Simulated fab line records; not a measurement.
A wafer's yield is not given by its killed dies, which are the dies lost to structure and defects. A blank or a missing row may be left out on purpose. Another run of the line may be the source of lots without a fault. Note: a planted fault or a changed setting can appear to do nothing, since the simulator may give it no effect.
fab line records ; flow n5-finfet
record: lots: 7; wafers: 21
route steps=1938 shown BEOL_M5@1141 BEOL_M6@1198 BEOL_M7@1266 BEOL_M8@1348 BEOL_M9@1419
start-h: hours from the record's first day to the start of the lot's first wafer shown ; wait-h: time in hours since the lot's previous step ; " identical to the entry in the row above ; L1.1+2: several wafers, shown together as one row ; - value missing, or start not given ; * or withheld: withheld ; < > ~ a bound
route shown NAME@n: a module of which the file shows steps, and the number in the route of the first ; usual: mean/standard deviation taken from wafers without a fault ; same: alike in all rows ; chamber/n: place in a boat ; sites: per-site readings ; _std_site: the standard deviation of these ; _edge_site: mean of outer sites minus mean of inner sites ; radius-mm: how far each site lies from the wafer's centre ; mask NAME#n: copy n ; behind: the tool/chamber that last shaped the wafer ; hold: the reason the lot was held/the length of the hold in hours/how it ended ; device: names the non-switching transistor (n, p or np) ; end of line: tests run on the same wafers once the route is complete ; where a step has no rows: the recipe by itself ; killed: not the wafer's yield, but the dies lost to structure and defects at the first sort ; map: shows each die of a wafer: x if killed, . if not, _ if none is there
set.NAME: the setting the step ran with; set.NAME@STEP: the setting that earlier step ran with ; model.NAME: the simulator's own value behind a step, which no gauge read
lots run with intentionally changed settings; tables by step, rows by wafer
== steps ==
step: N5_BEOL_M5_COAT_74
recipe: resist: underlayer; temp-c: 205; time-s: 60; spin-rpm: 1500; resist-thk-nm: 5
lot.wafer;tool;chamber;start-h;wait-h;set.spin-rpm
L076.1+4+6;litho-track-04;0;-;-;1500
L077.4+5+6;litho-track-01;0;-;-;1601
L078.1+3;litho-track-01;0;-;-;1406
L078.5;litho-track-01;0;-;-;1500
L083.2+4+6;litho-track-04;0;-;-;1500
L089.2+6;litho-track-05;0;-;-;1500
L089.4;litho-track-05;0;-;-;1389
L090.1+3;litho-track-05;0;-;-;1635
L090.5;litho-track-05;0;-;-;1500
L096.2+5;litho-track-04;0;-;-;1406
L096.6;litho-track-04;0;-;-;1500
step: N5_BEOL_M5_COAT_22
recipe: resist: CAR-EUV; spin-rpm: 1500; resist-thk-nm: 30
step: N5_BEOL_M5_EBR_24
recipe: solvent: PGMEA; ebr-width-mm: 1.5
step: N5_BEOL_M5_DESCUM_33
recipe: chemistry: O2; time-s: 7; source-power-w: 50; bias-power-w: 20; pressure-mtorr: 20; rf-frequency-hz: 2.712e+07; temp-c: 40; resist: CAR-EUV; o2-flow-sccm: 225
step: N5_BEOL_M5_ETCH_75
recipe: chemistry: N2/H2; target: underlayer; target-depth-a: 65; mask-material: CAR-EUV; time-s: 5.2; ion-energy-ev: 200; pressure-mtorr: 30; source-w: 840; bias-w: 150; n2-flow-sccm: 200; h2-flow-sccm: 200; ends: cleared
lot.wafer;tool;chamber;start-h;wait-h;set.spin-rpm@BEOL_M5_COAT_74;model.etch.depth-nm
L076.1;rie-diel-01;3;187.13;0.0;1500;5.041
L076.4;rie-diel-01;2;187.13;0.0;1500;5.021
L076.6;rie-diel-01;2;187.13;0.0;1500;5.016
L077.4;rie-diel-01;1;189.12;0.0;1601;4.844
L077.5;rie-diel-01;1;189.12;0.0;1601;4.843
L077.6;rie-diel-01;0;189.12;0.0;1601;4.855
L078.1;rie-diel-06;3;192.99;0.0;1406;5.145
L078.3;rie-diel-06;1;192.99;0.0;1406;5.157
L078.5;rie-diel-06;0;192.99;0.0;1500;5.022
L083.2;rie-diel-06;3;219.36;0.0;1500;5.002
L083.4;rie-diel-06;1;219.36;0.0;1500;4.995
L083.6;rie-diel-06;2;219.36;0.0;1500;5.026
L089.2;rie-diel-06;0;255.81;0.0;1500;5.023
L089.4;rie-diel-06;1;255.81;0.0;1389;5.221
L089.6;rie-diel-06;0;255.81;0.0;1500;5.009
L090.1;rie-diel-02;2;277.71;0.0;1635;4.798
L090.3;rie-diel-02;0;277.71;0.0;1635;4.796
L090.5;rie-diel-02;1;277.71;0.0;1500;5.008
L096.2;rie-diel-01;2;314.79;0.0;1406;5.158
L096.5;rie-diel-01;2;314.79;0.0;1406;5.138
L096.6;rie-diel-01;1;314.79;0.0;1500;5.007
step: N5_BEOL_M5_ETCH_67
recipe: chemistry: CF4; target: SiARC; target-depth-a: 156; mask-material: CAR-EUV; time-s: 26; ion-energy-ev: 80; pressure-mtorr: 40; source-w: 545; bias-w: 36; Ar_flow_sccm: 100; cf4-flow-sccm: 100; ends: cleared
lot.wafer;tool;chamber;start-h;wait-h;set.spin-rpm@BEOL_M5_COAT_66;model.etch.depth-nm
L076.1;rie-diel-01;3;187.15;0.0;1500;12
L076.4;rie-diel-01;2;187.15;0.0;1500;12.01
L076.6;rie-diel-01;2;187.15;0.0;1500;11.98
L077.4;rie-diel-01;1;189.13;0.0;1500;12.02
L077.5;rie-diel-01;1;189.13;0.0;1666;11.41
L077.6;rie-diel-01;0;189.13;0.0;1500;12.01
L078.1;rie-diel-06;3;193.00;0.0;1614;11.6
L078.3;rie-diel-06;1;193.00;0.0;1500;12
L078.5;rie-diel-06;0;193.00;0.0;1500;12.01
L083.2;rie-diel-06;3;219.38;0.0;1500;11.99
L083.4;rie-diel-06;1;219.38;0.0;1500;11.98
L083.6;rie-diel-06;2;219.38;0.0;1500;11.96
L089.2;rie-diel-06;0;255.83;0.0;1500;12.05
L089.4;rie-diel-06;1;255.83;0.0;1500;12.04
L089.6;rie-diel-06;0;255.83;0.0;1500;12.09
L090.1;rie-diel-02;2;277.72;0.0;1500;11.96
L090.3;rie-diel-02;0;277.72;0.0;1572;11.68
L090.5;rie-diel-02;1;277.72;0.0;1500;11.97
L096.2+6;rie-diel-01;2,1;314.81;0.0;1417;12.37
L096.5;rie-diel-01;2;314.81;0.0;1417;12.39
step: N5_BEOL_M5_ETCH_68
recipe: chemistry: N2/H2; target: SOC; target-depth-a: 800; overetch-a: 160; mask-material: SiARC; temp-c: 40; time-s: 120; ion-energy-ev: 200; pressure-mtorr: 30; source-w: 840; bias-w: 150; n2-flow-sccm: 200; h2-flow-sccm: 200
lot.wafer;tool;chamber;start-h;wait-h;set.spin-rpm@BEOL_M5_COAT_66;model.SiARC_of_BEOL_M5_COAT_66.thk-nm
L076.1+4+6;rie-diel-01;3,2,2;187.18;0.0;1500;6.4
L077.4;rie-diel-01;1;189.16;0.0;1500;6.4
L077.5;rie-diel-01;1;189.16;0.0;1666;5.8
L077.6;rie-diel-01;0;189.16;0.0;1500;6.2
L078.1;rie-diel-06;3;193.03;0.0;1614;6.2
L078.3;rie-diel-06;1;193.03;0.0;1500;6.4
L078.5;rie-diel-06;0;193.03;0.0;1500;6.6
L083.2;rie-diel-06;3;219.40;0.0;1500;6.6
L083.4+6;rie-diel-06;1,2;219.40;0.0;1500;6.4
L089.2+6;rie-diel-06;0;255.86;0.0;1500;6.6
L089.4;rie-diel-06;1;255.86;0.0;1500;6.4
L090.1+5;rie-diel-02;2,1;277.75;0.0;1500;6.4
L090.3;rie-diel-02;0;277.75;0.0;1572;6.2
L096.2+5+6;rie-diel-01;2,2,1;314.83;0.0;1417;6.8
step: N5_BEOL_M5_DEP_56
recipe: material: SiCN; target-thk-a: 80; temp-c: withheld; precursor: 3MS/NH3; pressure-torr: 3; rf-w: 202; time-s: 14
lot.wafer;tool;chamber;start-h;wait-h;set.time-s;model.SiCN_of_BEOL_M5_DEP_56.thk-nm
L076.1+4+6;pecvd-01;2,2,0;194.28;0.0;14;8.2
L077.4+6;pecvd-03;1,0;196.21;0.0;14;8
L077.5;pecvd-03;2;196.21;0.0;15.63;8.8
L078.1+5;pecvd-03;2;200.66;0.0;14;8
L078.3;pecvd-03;0;200.66;0.0;14;7.8
L083.2;pecvd-03;0;229.01;0.0;14;7.8
L083.4+6;pecvd-03;1;229.01;0.0;14;8
L089.2;pecvd-03;2;263.85;0.0;15.85;8.8
L089.4;pecvd-03;0;263.85;0.0;14;8
L089.6;pecvd-03;2;263.85;0.0;15.85;9
L090.1+3+5;pecvd-04;0,2,2;285.41;0.0;15.64;8.8
L096.2+6;pecvd-04;1,2;323.84;0.0;14.66;8.4
L096.5;pecvd-04;0;323.84;0.0;14;8
step: N5_BEOL_M6_HM_DEP_02
recipe: material: TiN; target-thk-a: 200; temp-c: 25; chamber-pressure-pa: 0.49996
lot.wafer;tool;chamber;start-h;wait-h;set.target-thk-a;model.TiN_of_BEOL_M6_HM_DEP_02.thk-nm
L076.1+6;pvd-sputter-01;-;197.05;2.0;200;19.8
L076.4;pvd-sputter-01;-;197.05;2.0;200;20
L077.4;pvd-sputter-01;-;197.35;0.4;200;19.8
L077.5;pvd-sputter-01;-;197.35;0.4;181.3;18
L077.6;pvd-sputter-01;-;197.35;0.4;181.3;18.2
L078.1+5;pvd-sputter-01;-;202.21;0.8;200;20
L078.3;pvd-sputter-01;-;202.21;0.8;216.1;21.6
L083.2+4;pvd-sputter-01;-;231.88;2.1;215;21.2
L083.6;pvd-sputter-01;-;231.88;2.1;200;19.6
L089.2+4;pvd-sputter-02;-;266.47;1.6;200;20
L089.6;pvd-sputter-02;-;266.47;1.6;200;19.8
L090.1;pvd-sputter-01;-;288.84;2.7;224.5;22
L090.3;pvd-sputter-01;-;288.84;2.7;200;19.6
L090.5;pvd-sputter-01;-;288.84;2.7;224.5;21.6
L096.2;pvd-sputter-03;-;325.48;0.8;200;20.4
L096.5;pvd-sputter-03;-;325.48;0.8;200;20.6
L096.6;pvd-sputter-03;-;325.48;0.8;200;20.2
step: N5_BEOL_M6_COAT_59
recipe: resist: SOC; temp-c: 250; time-s: 60; spin-rpm: 1500; resist-thk-nm: 100
step: N5_BEOL_M6_COAT_60
recipe: resist: SiARC; temp-c: 220; time-s: 60; spin-rpm: 1500; resist-thk-nm: 35
step: N5_BEOL_M6_STRIP_68
recipe: chemistry: N2/H2; temp-c: 40; n2-flow-sccm: 200; h2-flow-sccm: 200; rf-frequency-hz: 6e+07
step: N5_BEOL_M6_STRIP_67
recipe: chemistry: CF4; resist: SiARC; power-w: 300; bias-power-w: 75; pressure-mtorr: 50; cf4-flow-sccm: 150; rf-frequency-hz: 6e+07
step: N5_BEOL_M6_HM_OPEN_17
recipe: chemistry: Cl2/BCl3; target-depth-a: 200; overetch-a: 60; target: TiN; mask-material: SOC; ion-energy-ev: 150; pressure-mtorr: 10; icp-w: 1000; bias-w: 126; Cl2_flow_sccm: 53.25; bcl3-flow-sccm: 21.75; Ar_flow_sccm: 25
lot.wafer;tool;chamber;start-h;wait-h;set.target-thk-a@BEOL_M6_HM_DEP_02;model.etch.depth-nm
L076.1;rie-metal-03;0;198.02;0.0;200;19.84
L076.4;rie-metal-03;0;198.02;0.0;200;19.98
L076.6;rie-metal-03;1;198.02;0.0;200;19.9
L077.4;rie-metal-01;0;198.17;0.1;200;19.79
L077.5;rie-metal-01;1;198.17;0.1;181.3;18.07
L077.6;rie-metal-01;0;198.17;0.1;181.3;18.19
L078.1;rie-metal-03;0;203.08;0.0;200;19.92
L078.3;rie-metal-03;0;203.08;0.0;216.1;21.59
L078.5;rie-metal-03;1;203.08;0.0;200;20
L083.2+4;rie-metal-02;0;232.99;0.0;215;21.11
L083.6;rie-metal-02;0;232.99;0.0;200;19.64
L089.2;rie-metal-03;1;267.40;0.0;200;20
L089.4;rie-metal-03;1;267.40;0.0;200;20.04
L089.6;rie-metal-03;1;267.40;0.0;200;19.82
L090.1;rie-metal-01;1;289.72;0.0;224.5;21.96
L090.3;rie-metal-01;1;289.72;0.0;200;19.55
L090.5;rie-metal-01;1;289.72;0.0;224.5;21.69
L096.2;rie-metal-03;0;326.44;0.0;200;20.47
L096.5;rie-metal-03;1;326.44;0.0;200;20.53
L096.6;rie-metal-03;0;326.44;0.0;200;20.24
step: N5_BEOL_M6_STRIP_19
recipe: chemistry: O2; power-w: 400; temp-c: 40; pressure-mtorr: 30; rf-frequency-hz: 6e+07; bias-power-w: 0; overash-fraction: 0.2; o2-flow-sccm: 225
step: N5_BEOL_M6_STRIP_76
recipe: chemistry: C4F6/O2; resist: SiARC; rf-frequency-hz: 6e+07
step: N5_BEOL_M6_STRIP_36
recipe: chemistry: N2/H2; power-w: 450; temp-c: 40; pressure-mtorr: 20; rf-frequency-hz: 6e+07; overash-fraction: 0.3; bias-power-w: 7; h2-frac: 0.5; n2-flow-sccm: 200; h2-flow-sccm: 200
step: N5_BEOL_M6_TRENCH_ETCH_37
recipe: chemistry: C4F6/O2; target-depth-a: 944.35; target: SiCOH_lowk; time-s: 31.5; ion-energy-ev: 250; pressure-mtorr: 30; source-w: 345; bias-w: 185; Ar_flow_sccm: 300; C4F6_flow_sccm: 10; O2_flow_sccm: 10
lot.wafer;tool;chamber;start-h;wait-h;set.target-thk-a@BEOL_M6_HM_DEP_02;model.TiN_of_BEOL_M6_HM_DEP_02.thk-nm
L077.4;rie-diel-04;1;-;-;200;17.2
L077.5+6;rie-diel-04;2,0;-;-;181.3;15.4
L076.1+4+6;rie-diel-03;2,3,3;-;-;200;17.2
L078.1+5;rie-diel-03;0,3;-;-;200;17.2
L078.3;rie-diel-03;2;-;-;216.1;19
L083.2+4;rie-diel-04;1,0;-;-;215;18.4
L083.6;rie-diel-04;1;-;-;200;17
L089.2+4;rie-diel-04;1,2;-;-;200;17.4
L089.6;rie-diel-04;0;-;-;200;17.2
L090.1;rie-diel-03;1;-;-;224.5;19.2
L090.3;rie-diel-03;3;-;-;200;16.8
L090.5;rie-diel-03;0;-;-;224.5;19
L096.2+5;rie-diel-03;0,3;-;-;200;17.8
L096.6;rie-diel-03;0;-;-;200;17.6
step: N5_BEOL_M7_PECVD_70
recipe: material: SiO2; target-thk-a: 200; temp-c: 400; precursor: TEOS/O2; pressure-torr: 5.5; rf-w: 450; teos-flow-sccm: 53.8; gas: O2; flow-sccm: 3000; time-s: 22.7
lot.wafer;tool;chamber;start-h;wait-h;set.temp-c;model.SiO2_of_BEOL_M7_PECVD_70.thk-nm
L077.4+6;pecvd-01;2,1;203.63;0.1;400;20.4
L077.5;pecvd-01;0;203.63;0.1;400;19.8
L076.1+6;pecvd-01;1,0;203.84;0.0;400;20
L076.4;pecvd-01;1;203.84;0.0;400;20.4
L078.1;pecvd-04;0;208.58;0.0;412.7;18.6
L078.3;pecvd-04;1;208.58;0.0;412.7;18.2
L078.5;pecvd-04;1;208.58;0.0;400;20.2
L083.2;pecvd-01;2;238.60;0.0;400;20
L083.4;pecvd-01;0;238.60;0.0;400;19.8
L083.6;pecvd-01;1;238.60;0.0;383.1;22.4
L089.2;pecvd-04;0;275.14;0.0;400;20
L089.4+6;pecvd-04;0,1;275.14;0.0;388.5;21.8
L090.1;pecvd-01;0;295.31;0.0;400;19.4
L090.3+5;pecvd-01;1;295.31;0.0;384.7;21.6
L096.2;pecvd-04;1;334.50;0.0;400;19.8
L096.5;pecvd-04;0;334.50;0.0;400;20.4
L096.6;pecvd-04;2;334.50;0.0;400;20.2
step: N5_BEOL_M7_HM_DEP_02
recipe: material: TiN; target-thk-a: 200; temp-c: 25; chamber-pressure-pa: 0.49996
lot.wafer;tool;chamber;start-h;wait-h;set.target-thk-a;model.TiN_of_BEOL_M7_HM_DEP_02.thk-nm
L077.4;pvd-sputter-02;-;204.73;1.1;200;20.4
L077.5+6;pvd-sputter-02;-;204.73;1.1;200;20.2
L076.1+6;pvd-sputter-02;-;204.83;1.0;200;20
L076.4;pvd-sputter-02;-;204.83;1.0;200;20.2
L078.1+5;pvd-sputter-03;-;209.29;0.7;200;20.4
L078.3;pvd-sputter-03;-;209.29;0.7;226.2;23
L083.2;pvd-sputter-01;-;240.58;2.0;200;19.8
L083.4+6;pvd-sputter-01;-;240.58;2.0;200;20
L089.2;pvd-sputter-02;-;276.29;1.1;200;19.8
L089.4;pvd-sputter-02;-;276.29;1.1;224.2;22.6
L089.6;pvd-sputter-02;-;276.29;1.1;224.2;22.4
L090.1;pvd-sputter-01;-;296.18;0.9;200;20
L090.3+5;pvd-sputter-01;-;296.18;0.9;174.8;17.6
L096.2;pvd-sputter-03;-;334.69;0.2;200;20.8
L096.5;pvd-sputter-03;-;334.69;0.2;200;20.2
L096.6;pvd-sputter-03;-;334.69;0.2;200;20.4
step: N5_BEOL_M7_COAT_59
recipe: resist: SOC; temp-c: 250; time-s: 60; spin-rpm: 1500; resist-thk-nm: 100
step: N5_BEOL_M7_COAT_60
recipe: resist: SiARC; temp-c: 220; time-s: 60; spin-rpm: 1500; resist-thk-nm: 35
step: N5_BEOL_M7_STRIP_68
recipe: chemistry: N2/H2; temp-c: 40; n2-flow-sccm: 200; h2-flow-sccm: 200; rf-frequency-hz: 6e+07
step: N5_BEOL_M7_STRIP_67
recipe: chemistry: CF4; resist: SiARC; power-w: 300; bias-power-w: 75; pressure-mtorr: 50; cf4-flow-sccm: 150; rf-frequency-hz: 6e+07
step: N5_BEOL_M7_HM_OPEN_17
recipe: chemistry: Cl2/BCl3; target-depth-a: 200; overetch-a: 60; target: TiN; mask-material: SOC; ion-energy-ev: 150; pressure-mtorr: 10; icp-w: 1000; bias-w: 126; Cl2_flow_sccm: 53.25; bcl3-flow-sccm: 21.75; Ar_flow_sccm: 25
lot.wafer;tool;chamber;start-h;wait-h;set.target-thk-a@BEOL_M7_HM_DEP_02;model.etch.depth-nm
L077.4;rie-metal-03;0;205.75;0.1;200;20.48
L077.5;rie-metal-03;1;205.75;0.1;200;20.13
L077.6;rie-metal-03;0;205.75;0.1;200;20.18
L076.1;rie-metal-01;0;205.76;0.0;200;20.05
L076.4;rie-metal-01;0;205.76;0.0;200;20.1
L076.6;rie-metal-01;1;205.76;0.0;200;19.97
L078.1;rie-metal-03;1;210.27;0.0;200;20.36
L078.3;rie-metal-03;1;210.27;0.0;226.2;23.03
L078.5;rie-metal-03;1;210.27;0.0;200;20.35
L083.2;rie-metal-02;0;241.60;0.0;200;19.9
L083.4;rie-metal-02;1;241.60;0.0;200;20.05
L083.6;rie-metal-02;0;241.60;0.0;200;20.01
L089.2;rie-metal-01;1;277.08;0.1;200;19.86
L089.4;rie-metal-01;1;277.08;0.1;224.2;22.59
L089.6;rie-metal-01;1;277.08;0.1;224.2;22.47
L090.1;rie-metal-02;0;296.93;0.0;200;20.01
L090.3;rie-metal-02;0;296.93;0.0;174.8;17.52
L090.5;rie-metal-02;0;296.93;0.0;174.8;17.54
L096.2;rie-metal-01;0;335.55;0.0;200;20.74
L096.5;rie-metal-01;0;335.55;0.0;200;20.3
L096.6;rie-metal-01;1;335.55;0.0;200;20.46
step: N5_BEOL_M7_STRIP_19
recipe: chemistry: O2; power-w: 400; temp-c: 40; pressure-mtorr: 30; rf-frequency-hz: 6e+07; bias-power-w: 0; overash-fraction: 0.2; o2-flow-sccm: 225
step: N5_BEOL_M7_STRIP_76
recipe: chemistry: C4F6/O2; resist: SiARC; rf-frequency-hz: 6e+07
step: N5_BEOL_M7_STRIP_36
recipe: chemistry: N2/H2; power-w: 450; temp-c: 40; pressure-mtorr: 20; rf-frequency-hz: 6e+07; overash-fraction: 0.3; bias-power-w: 7; h2-frac: 0.5; n2-flow-sccm: 200; h2-flow-sccm: 200
step: N5_BEOL_M7_TRENCH_ETCH_37
recipe: chemistry: C4F6/O2; target-depth-a: 934.78; target: SiCOH_lowk; time-s: 31.2; ion-energy-ev: 250; pressure-mtorr: 30; source-w: 345; bias-w: 185; Ar_flow_sccm: 300; C4F6_flow_sccm: 10; O2_flow_sccm: 10
lot.wafer;tool;chamber;start-h;wait-h;set.target-thk-a@BEOL_M7_HM_DEP_02;model.TiN_of_BEOL_M7_HM_DEP_02.thk-nm
L077.4;rie-diel-06;3;-;-;200;17.8
L077.5;rie-diel-06;0;-;-;200;17.4
L077.6;rie-diel-06;3;-;-;200;17.6
L076.1+4;rie-diel-02;1,2;-;-;200;17.4
L076.6;rie-diel-02;3;-;-;200;17.2
L078.1;rie-diel-02;1;-;-;200;17.8
L078.3;rie-diel-02;2;-;-;226.2;20.4
L078.5;rie-diel-02;3;-;-;200;17.6
L083.2;rie-diel-02;2;-;-;200;17.2
L083.4+6;rie-diel-02;1,3;-;-;200;17.4
L089.2;rie-diel-02;1;-;-;200;17.2
L089.4+6;rie-diel-02;0;-;-;224.2;19.8
L090.1;rie-diel-02;0;-;-;200;17.4
L090.3+5;rie-diel-02;1;-;-;174.8;14.8
L096.2;rie-diel-02;1;-;-;200;18
L096.5;rie-diel-02;1;-;-;200;17.6
L096.6;rie-diel-02;0;-;-;200;17.8
step: N5_BEOL_M8_DESCUM_16
recipe: chemistry: O2; time-s: 7.9; source-power-w: 50; bias-power-w: 20; pressure-mtorr: 20; rf-frequency-hz: 2.712e+07; temp-c: 40; resist: CAR-ArF; o2-flow-sccm: 225
lot.wafer;tool;chamber;start-h;wait-h;set.time-s;model.CAR-ArF_of_BEOL_M8_COAT_05.thk-nm
L076.1+4;rie-diel-04;0,1;212.86;0.0;7.9;84.2
L076.6;rie-diel-04;0;212.86;0.0;7.9;84
L077.4;rie-diel-04;3;213.12;0.1;7.064;84.2
L077.5;rie-diel-04;3;213.12;0.1;7.9;83.8
L077.6;rie-diel-04;2;213.12;0.1;7.9;84
L078.1;rie-diel-05;3;222.84;0.1;8.832;82.6
L078.3;rie-diel-05;1;222.84;0.1;8.832;82.8
L078.5;rie-diel-05;0;222.84;0.1;7.9;83.6
L083.2+6;rie-diel-04;2;250.84;0.4;8.837;82.8
L083.4;rie-diel-04;1;250.84;0.4;7.9;83.6
L089.2+4;rie-diel-05;1,0;285.08;0.0;8.828;83.2
L089.6;rie-diel-05;2;285.08;0.0;7.9;83.8
L090.1;rie-diel-03;0;303.73;0.2;6.987;83.8
L090.3;rie-diel-03;3;303.73;0.2;6.987;84
L090.5;rie-diel-03;2;303.73;0.2;7.9;83.6
L096.2+5;rie-diel-03;2,1;341.77;0.3;6.597;84
L096.6;rie-diel-03;2;341.77;0.3;7.9;83.4
step: N5_BEOL_M8_ETCH_62
recipe: chemistry: N2/H2; target: SOC; target-depth-a: 1100; overetch-a: 220; mask-material: SiARC; temp-c: 40; time-s: 165; ion-energy-ev: 200; pressure-mtorr: 30; source-w: 840; bias-w: 150; n2-flow-sccm: 200; h2-flow-sccm: 200
usual: rf-vpp-V: 523.8/2.1
lot.wafer;tool;chamber;start-h;wait-h;set.source-w;rf-vpp-V
L076.1;rie-diel-04;0;212.96;0.0;840;524.4
L076.4;rie-diel-04;1;212.96;0.0;840;522.9
L076.6;rie-diel-04;0;212.96;0.0;840;525.5
L077.4;rie-diel-04;3;213.21;0.0;840;529.4
L077.5;rie-diel-04;3;213.21;0.0;840;527.2
L077.6;rie-diel-04;2;213.21;0.0;934.8;503.4
L078.1;rie-diel-05;3;222.94;0.0;967.9;502.4
L078.3;rie-diel-05;1;222.94;0.0;840;522.5
L078.5;rie-diel-05;0;222.94;0.0;840;521.6
L083.2;rie-diel-04;2;250.93;0.0;840;521.7
L083.4;rie-diel-04;1;250.93;0.0;972.3;498.4
L083.6;rie-diel-04;2;250.93;0.0;840;521.6
L089.2;rie-diel-05;1;285.18;0.0;840;523.4
L089.4;rie-diel-05;0;285.18;0.0;840;521.3
L089.6;rie-diel-05;2;285.18;0.0;897.8;509.7
L090.1;rie-diel-03;0;303.82;0.0;840;524.1
L090.3;rie-diel-03;3;303.82;0.0;840;524.0
L090.5;rie-diel-03;2;303.82;0.0;883.2;517.7
L096.2;rie-diel-03;2;341.86;0.0;800.4;533.3
L096.5;rie-diel-03;1;341.86;0.0;840;521.9
L096.6;rie-diel-03;2;341.86;0.0;800.4;532.6
step: N5_BEOL_M9_ETCH_62
recipe: chemistry: N2/H2; target: SOC; target-depth-a: 1100; overetch-a: 220; mask-material: SiARC; temp-c: 40; time-s: 165; ion-energy-ev: 200; pressure-mtorr: 30; source-w: 840; bias-w: 150; n2-flow-sccm: 200; h2-flow-sccm: 200
usual: rf-vpp-V: 522.8/2.9
lot.wafer;tool;chamber;start-h;wait-h;set.source-w;rf-vpp-V
L077.4;rie-diel-01;0;224.58;0.0;762.2;535.6
L077.5;rie-diel-01;1;224.58;0.0;762.2;543.9
L077.6;rie-diel-01;2;224.58;0.0;840;523.0
L076.1;rie-diel-01;3;225.26;0.0;840;520.9
L076.4;rie-diel-01;1;225.26;0.0;840;525.6
L076.6;rie-diel-01;2;225.26;0.0;840;524.7
L078.1;rie-diel-02;3;229.46;0.0;840;523.9
L078.3;rie-diel-02;2;229.46;0.0;840;520.2
L078.5;rie-diel-02;3;229.46;0.0;840;522.8
L083.2;rie-diel-02;0;259.23;0.0;800.9;535.5
L083.4;rie-diel-02;2;259.23;0.0;840;520.4
L083.6;rie-diel-02;0;259.23;0.0;840;529.0
L089.2;rie-diel-06;1;295.12;0.0;928.1;502.7
L089.4;rie-diel-06;2;295.12;0.0;928.1;502.7
L089.6;rie-diel-06;1;295.12;0.0;928.1;502.4
L090.1;rie-diel-02;0;310.01;0.0;748.7;547.2
L090.3;rie-diel-02;3;310.01;0.0;748.7;543.8
L090.5;rie-diel-02;2;310.01;0.0;840;521.3
L096.2;rie-diel-02;2;348.74;0.0;840;520.9
L096.5;rie-diel-02;0;348.74;0.0;840;527.6
L096.6;rie-diel-02;1;348.74;0.0;840;521.0
step: N5_BEOL_M9_COAT_22
recipe: resist: CAR-EUV; spin-rpm: 1500; resist-thk-nm: 30
lot.wafer;tool;chamber;start-h;wait-h;set.spin-rpm;model.CAR-EUV_of_BEOL_M9_COAT_22.thk-nm
L076.1+4+6;litho-track-03;0;-;-;1500;30
L077.4;litho-track-05;0;-;-;1500;30.2
L077.5;litho-track-05;0;-;-;1612;29.2
L077.6;litho-track-05;0;-;-;1612;29
L078.1;litho-track-05;0;-;-;1500;30.2
L078.3;litho-track-05;0;-;-;1500;30
L078.5;litho-track-05;0;-;-;1415;31
L083.2+6;litho-track-05;0;-;-;1401;31.2
L083.4;litho-track-05;0;-;-;1500;30
L089.2;litho-track-03;0;-;-;1500;30
L089.4;litho-track-03;0;-;-;1619;29
L089.6;litho-track-03;0;-;-;1500;30.2
L090.1+5;litho-track-02;0;-;-;1558;29.6
L090.3;litho-track-02;0;-;-;1500;30.2
L096.2;litho-track-03;0;-;-;1655;28.6
L096.5+6;litho-track-03;0;-;-;1500;29.8
== key ==
split: step: N5_BEOL_M5_COAT_74; setting: spin-rpm; stated: 1500; by: wafer
response: step: N5_BEOL_M5_ETCH_75; reading: model.etch.depth-nm; change: -0.0239; per: 1%; r: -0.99
split: step: N5_BEOL_M5_DEP_56; setting: time-s; stated: 14; by: wafer
response: step: N5_BEOL_M5_DEP_56; reading: model.SiCN_of_BEOL_M5_DEP_56.thk-nm; change: +0.0695; per: 1%; r: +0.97
split: step: N5_BEOL_M6_HM_DEP_02; setting: target-thk-a; stated: 200; by: wafer
response: step: N5_BEOL_M6_HM_DEP_02; reading: model.TiN_of_BEOL_M6_HM_DEP_02.thk-nm; change: +0.189; per: 1%; r: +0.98
response: step: N5_BEOL_M6_HM_OPEN_17; reading: model.etch.depth-nm; change: +0.189; per: 1%; r: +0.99
response: step: N5_BEOL_M6_TRENCH_ETCH_37; reading: model.TiN_of_BEOL_M6_HM_DEP_02.thk-nm; change: +0.195; per: 1%; r: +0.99
split: step: N5_BEOL_M7_PECVD_70; setting: temp-c; stated: 400; by: wafer
response: step: N5_BEOL_M7_PECVD_70; reading: model.SiO2_of_BEOL_M7_PECVD_70.thk-nm; change: -0.588; per: 1%; r: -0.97
split: step: N5_BEOL_M7_HM_DEP_02; setting: target-thk-a; stated: 200; by: wafer
response: step: N5_BEOL_M7_HM_DEP_02; reading: model.TiN_of_BEOL_M7_HM_DEP_02.thk-nm; change: +0.203; per: 1%; r: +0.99
response: step: N5_BEOL_M7_HM_OPEN_17; reading: model.etch.depth-nm; change: +0.207; per: 1%; r: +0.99
response: step: N5_BEOL_M7_TRENCH_ETCH_37; reading: model.TiN_of_BEOL_M7_HM_DEP_02.thk-nm; change: +0.209; per: 1%; r: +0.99
split: step: N5_BEOL_M8_DESCUM_16; setting: time-s; stated: 7.9; by: wafer
response: step: N5_BEOL_M8_DESCUM_16; reading: model.CAR-ArF_of_BEOL_M8_COAT_05.thk-nm; change: -0.0467; per: 1%; r: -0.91
split: step: N5_BEOL_M8_ETCH_62; setting: source-w; stated: 840; by: wafer
response: step: N5_BEOL_M8_ETCH_62; reading: rf-vpp-V; change: -1.59; per: 1%; r: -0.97
split: step: N5_BEOL_M9_ETCH_62; setting: source-w; stated: 840; by: wafer
response: step: N5_BEOL_M9_ETCH_62; reading: rf-vpp-V; change: -2.07; per: 1%; r: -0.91
split: step: N5_BEOL_M9_COAT_22; setting: spin-rpm; stated: 1500; by: wafer
response: step: N5_BEOL_M9_COAT_22; reading: model.CAR-EUV_of_BEOL_M9_COAT_22.thk-nm; change: -0.141; per: 1%; r: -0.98
split outside-this-file step=N5_BEOL_M5_COAT_66 setting=spin-rpm
split outside-this-file: this setting was split too, and the file shows its column; the key of that split is in another file
